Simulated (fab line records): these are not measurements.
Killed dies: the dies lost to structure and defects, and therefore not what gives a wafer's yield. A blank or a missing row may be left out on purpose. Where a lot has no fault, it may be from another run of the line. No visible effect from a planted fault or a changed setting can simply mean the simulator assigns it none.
A lot that was struck, set against a sound lot -- flow n5 finfet -- 33 out of 1938 route steps
Sound: the wafers L239.2, L239.3, L239.6. Struck: wafer L245.4. The cause is given at the end.
Per side, at each step with rows, come the tool, then ch with its chambers, and then its first start. Under that, the readings that differ: sound wafers -- struck wafers -- difference of the means -- sigmas: that difference in standard deviations of wafers without a fault.
alike: same words and numbers on both sides, and readings whose means sit less than 2 such deviations apart. not compared: any withheld reading, any reading some wafer has no value for, any bound like >300 that may hide the same value, and any number with overlapping values for which the record gives no deviation.
Wherever a step has rows on one side only, a row that says differs or no value, or a row with sigmas, the two part there. Numbers that have no deviation but don't overlap get no sigmas and don't part them. Lack of a reading on every wafer of one side parts them only where that side has two or more wafers.

first, 2 steps without rows for these wafers: N5_BEOL_M1_ANNEAL_91 (time 240 s); N5_BEOL_M1_SPUTTER_92 (material Cu, target thk 4.5 nm, time 8.29 s).
N5_BEOL_M1_ANNEAL_93: time 240 s.
  sound on pvd sputter-01 at day 9 08:47; struck on pvd sputter-03 at day 10 22:04
  alike: heater power w, susceptor temp C
N5_BEOL_M1_SPUTTER_94: material Cu, target thk 4.5 nm, time 8.29 s.
  sound on pvd sputter-01 at day 9 08:55; struck on pvd sputter-03 at day 10 22:12
  alike: chuck sensor temp C, susceptor temp C, throttle valve pct
N5_BEOL_M1_ANNEAL_95: time 240 s.
  sound on pvd sputter-01 at day 9 09:00; struck on pvd sputter-03 at day 10 22:17
  alike: heater power w, susceptor temp C
then, 4 steps without rows for these wafers: N5_BEOL_M1_SPUTTER_96 (material Cu, target thk 4.5 nm, time 8.29 s); N5_BEOL_M1_ECD_50 (material Cu, target thk 300 nm); N5_BEOL_M1_ANNEAL_51 (time 90 s); N5_BEOL_M1_CMP_52 (polishes, stops on SiOC, t overpolish 6.8 s, target thk 40 nm).
N5_BEOL_M1_THK_MEAS_53: measures by xrf.
  sound on film metro-01 at day 9 10:04; struck on film metro-02 at day 10 23:13
  alike: M1_THK
then, 2 steps without rows for these wafers: N5_BEOL_M1_PRE_CLEAN_60 (time 15 s); N5_BEOL_M1_CO_CAP_55 (material Co, precursor CCTBA/H2, target thk 2 nm, time 102.1 s).
N5_BEOL_M1_PRE_CLEAN_56: time 15 s.
  sound on pecvd-04 ch 0,1,2, day 9 10:25; struck on pecvd-01 ch 2, day 10 23:23
N5_BEOL_M1_DEP_57: deposits SiCN from 3MS/NH3, target thk 8 nm, time 14 s.
  sound on pecvd-04 ch 0,1,2, day 9 10:26; struck on pecvd-01 ch 2, day 10 23:25
  alike: showerhead plenum p Torr, throttle valve pct
N5_BEOL_M1_RS_MEAS_58: uses a four-point probe to measure.
  sound on film metro-02 at day 9 10:31; struck on film metro-02 at day 10 23:29
  alike: M1_RS
N5_BEOL_M1_INSPECT_59: inspects for defects (darkfield).
  sound on defect inspect-02 at day 9 10:32; struck on defect inspect-01 at day 10 23:31
reading,sound,struck,difference,sigmas
raw defect count,60 49 95,602,+534,+30
then, 1 step without rows for these wafers: N5_BEOL_M2_ILD_DEP_00 (deposits SiOC from DEMS/O2, target thk 79 nm, time 15.3 s).
N5_BEOL_M2_THK_MEAS_01:
  sound on film metro-01 at day 9 10:38; struck on film metro-02 at day 10 23:37
  alike: M2_ILD_THK
N5_BEOL_M2_PECVD_72: deposits SiO2 from TEOS/O2, target thk 16 nm, time 18 s.
  sound on pecvd-04 ch 1,2, day 9 10:41; struck on pecvd-03 ch 2, day 10 23:40
reading,sound,struck,difference,sigmas
susceptor temp C (C),400.32 400.22 400.43,399.80,-0.52,-2
  alike: heater power w, showerhead plenum p Torr, throttle valve pct
then, 10 steps without rows for these wafers: N5_BEOL_M2_HM_DEP_02 (deposits TiN, target thk 20 nm); N5_BEOL_M2_COAT_61 (time 60 s, resist thk 60 nm); N5_BEOL_M2_COAT_62 (time 60 s, resist thk 12 nm); N5_BEOL_M2_COAT_73 (time 60 s, resist thk 5 nm); N5_BEOL_M2_COAT_05 (resist thk 30 nm); N5_BEOL_M2_EBR_07; N5_BEOL_M2_SOFTBAKE_06 (time 60 s); N5_BEOL_M2_EXPOSE_08 (exposes mask M2); N5_BEOL_M2_PEB_09 (peb time 60 s); N5_BEOL_M2_DEVELOP_10 (develop time 30 s).
N5_BEOL_M2_CD_MEAS_11 targets a cd of 16.79 nm.
  sound on cd sem-02 ch 0, day 9 15:25; struck on cd sem-03 ch 0, day 11 00:14
  alike: cd nm
N5_BEOL_M2_OVL_MEAS_12:
  sound on overlay-02 ch 0, day 9 15:27; struck on overlay-01 ch 0, day 11 00:17
  alike: M2_OVL
N5_BEOL_M2_INSPECT_13: inspects for defects (brightfield).
  sound on defect inspect-01 at day 9 15:30; struck on defect inspect-02 at day 11 00:19
reading,sound,struck,difference,sigmas
raw defect count,365 459 378,853,+452,+5
then, 1 step without rows for these wafers: N5_BEOL_M2_DESCUM_16 (chemistry O2, time 7 s).

== WHERE THEY PART ==
First at N5_BEOL_M1_INSPECT_59; last, within this record, at N5_BEOL_M2_INSPECT_13.

WHY: what had been put in by the simulator
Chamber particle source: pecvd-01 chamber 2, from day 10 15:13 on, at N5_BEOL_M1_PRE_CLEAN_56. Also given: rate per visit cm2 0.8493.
